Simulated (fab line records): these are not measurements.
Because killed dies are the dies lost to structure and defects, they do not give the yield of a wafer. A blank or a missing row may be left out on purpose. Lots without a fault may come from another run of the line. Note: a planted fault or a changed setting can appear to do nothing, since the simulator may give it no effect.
Chamber matching || flow n5-finfet || N5_BEOL_M10_CMP_52 on cmp-04 has 4 sister chambers
The step polishes, stops on SiCOH lowk, t overpolish 7 s, target thk 140 nm. 20 wafers are shown with their chamber, then 10 later ones without.

EACH WAFER AND ITS CHAMBER
{"wafer": "L075.1", "chamber": 3, "motor-current-A (A)": 5.9, "barrier-field-endpoint-s (s)": 27.7, "time-to-endpoint-s (s)": 63}
{"wafer": "L075.2", "chamber": 2, "motor-current-A (A)": 6.3, "barrier-field-endpoint-s (s)": 26.8, "time-to-endpoint-s (s)": 58}
{"wafer": "L075.4", "chamber": 1, "motor-current-A (A)": 5.8, "barrier-field-endpoint-s (s)": 28.5, "time-to-endpoint-s (s)": 65}
{"wafer": "L077.2", "chamber": 0, "motor-current-A (A)": 5.6, "barrier-field-endpoint-s (s)": 28.3, "time-to-endpoint-s (s)": 62}
{"wafer": "L077.3", "chamber": 3, "motor-current-A (A)": 5.6, "barrier-field-endpoint-s (s)": 28.0, "time-to-endpoint-s (s)": 63}
{"wafer": "L077.4", "chamber": 1, "motor-current-A (A)": 6.0, "barrier-field-endpoint-s (s)": 28.7, "time-to-endpoint-s (s)": 65}
{"wafer": "L076.1", "chamber": 2, "motor-current-A (A)": 6.3, "barrier-field-endpoint-s (s)": 27.3, "time-to-endpoint-s (s)": 62}
{"wafer": "L076.3", "chamber": 0, "motor-current-A (A)": 5.5, "barrier-field-endpoint-s (s)": 28.5, "time-to-endpoint-s (s)": 67}
{"wafer": "L076.5", "chamber": 1, "motor-current-A (A)": 5.7, "barrier-field-endpoint-s (s)": 30.2, "time-to-endpoint-s (s)": 72}
{"wafer": "L080.2", "chamber": 1, "motor-current-A (A)": 6.1, "barrier-field-endpoint-s (s)": 29.3, "time-to-endpoint-s (s)": 65}
{"wafer": "L080.4", "chamber": 2, "motor-current-A (A)": 6.2, "barrier-field-endpoint-s (s)": 27.4, "time-to-endpoint-s (s)": 57}
{"wafer": "L080.5", "chamber": 0, "motor-current-A (A)": 5.6, "barrier-field-endpoint-s (s)": 28.7, "time-to-endpoint-s (s)": 66}
{"wafer": "L081.1", "chamber": 1, "motor-current-A (A)": 5.9, "barrier-field-endpoint-s (s)": 30.0, "time-to-endpoint-s (s)": 68}
{"wafer": "L081.5", "chamber": 2, "motor-current-A (A)": 6.2, "barrier-field-endpoint-s (s)": 29.2, "time-to-endpoint-s (s)": 66}
{"wafer": "L081.6", "chamber": 3, "motor-current-A (A)": 5.6, "barrier-field-endpoint-s (s)": 29.9, "time-to-endpoint-s (s)": 69}
{"wafer": "L085.2", "chamber": 1, "motor-current-A (A)": 5.8, "barrier-field-endpoint-s (s)": 29.9, "time-to-endpoint-s (s)": 70}
{"wafer": "L085.3", "chamber": 3, "motor-current-A (A)": 5.5, "barrier-field-endpoint-s (s)": 29.0, "time-to-endpoint-s (s)": 68}
{"wafer": "L085.6", "chamber": 3, "motor-current-A (A)": 5.4, "barrier-field-endpoint-s (s)": 29.6, "time-to-endpoint-s (s)": 67}
{"wafer": "L086.3", "chamber": 1, "motor-current-A (A)": 5.7, "barrier-field-endpoint-s (s)": 31.0, "time-to-endpoint-s (s)": 74}
{"wafer": "L086.4", "chamber": 2, "motor-current-A (A)": 6.2, "barrier-field-endpoint-s (s)": 28.2, "time-to-endpoint-s (s)": 62}

SIGNATURES, as means of the wafers listed above
{"reading": "motor-current-A", "chamber 0": 5.567, "chamber 1": 5.857, "chamber 2": 6.240, "chamber 3": 5.600, "scatter within a chamber": 0.136}
{"reading": "barrier-field-endpoint-s", "chamber 0": 28.500, "chamber 1": 29.657, "chamber 2": 27.780, "chamber 3": 28.840, "scatter within a chamber": 0.866}
{"reading": "time-to-endpoint-s", "chamber 0": 65.00, "chamber 1": 68.43, "chamber 2": 61.00, "chamber 3": 66.00, "scatter within a chamber": 3.35}
Rule: a wafer lies at a distance from a chamber equal to the root of the sum of squares, over the readings, of (its reading less the chamber's mean, divided by the reading's scatter). The wafer belongs to the nearest chamber; if the next one is less than 2 further off, it can't be placed. The scatter: the root of (the sum of the squares of (reading less its chamber's mean) over the shown wafers, divided by (wafers less chambers)).

WAFERS WHOSE CHAMBER IS MISSING
{"wafer": "L086.6", "motor-current-A (A)": 5.1, "barrier-field-endpoint-s (s)": 29.6, "time-to-endpoint-s (s)": 68}
{"wafer": "L094.2", "motor-current-A (A)": 5.5, "barrier-field-endpoint-s (s)": 29.6, "time-to-endpoint-s (s)": 69}
{"wafer": "L094.3", "motor-current-A (A)": 5.9, "barrier-field-endpoint-s (s)": 29.3, "time-to-endpoint-s (s)": 61}
{"wafer": "L094.6", "motor-current-A (A)": 6.3, "barrier-field-endpoint-s (s)": 29.2, "time-to-endpoint-s (s)": 62}
{"wafer": "L096.1", "motor-current-A (A)": 6.4, "barrier-field-endpoint-s (s)": 28.7, "time-to-endpoint-s (s)": 64}
{"wafer": "L096.4", "motor-current-A (A)": 5.6, "barrier-field-endpoint-s (s)": 29.7, "time-to-endpoint-s (s)": 71}
{"wafer": "L096.5", "motor-current-A (A)": 6.7, "barrier-field-endpoint-s (s)": 29.5, "time-to-endpoint-s (s)": 66}
{"wafer": "L097.2", "motor-current-A (A)": 5.9, "barrier-field-endpoint-s (s)": 29.8, "time-to-endpoint-s (s)": 70}
{"wafer": "L097.4", "motor-current-A (A)": 5.7, "barrier-field-endpoint-s (s)": 29.8, "time-to-endpoint-s (s)": 71}
{"wafer": "L097.5", "motor-current-A (A)": 6.0, "barrier-field-endpoint-s (s)": 29.6, "time-to-endpoint-s (s)": 67}

EACH ONE'S CHAMBER
{"wafer": "L086.6", "from the rows above": "can't be placed: 0 or 3 or 1", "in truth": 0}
{"wafer": "L094.2", "from the rows above": "can't be placed: 3 or 0 or 1", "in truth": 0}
{"wafer": "L094.3", "from the rows above": "can't be placed: 1 or 3 or 0 or 2", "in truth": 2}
{"wafer": "L094.6", "from the rows above": 2, "in truth": 2}
{"wafer": "L096.1", "from the rows above": 2, "in truth": 2}
{"wafer": "L096.4", "from the rows above": "can't be placed: 3 or 1 or 0", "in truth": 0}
{"wafer": "L096.5", "from the rows above": 2, "in truth": 2}
{"wafer": "L097.2", "from the rows above": 1, "in truth": 1}
{"wafer": "L097.4", "from the rows above": "can't be placed: 1 or 3 or 0", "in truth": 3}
{"wafer": "L097.5", "from the rows above": "can't be placed: 1 or 3", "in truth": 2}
4 of 10 placed correctly. Not placeable from these rows: 6 (in 5, the candidates include the true chamber). Placed wrongly: 0.
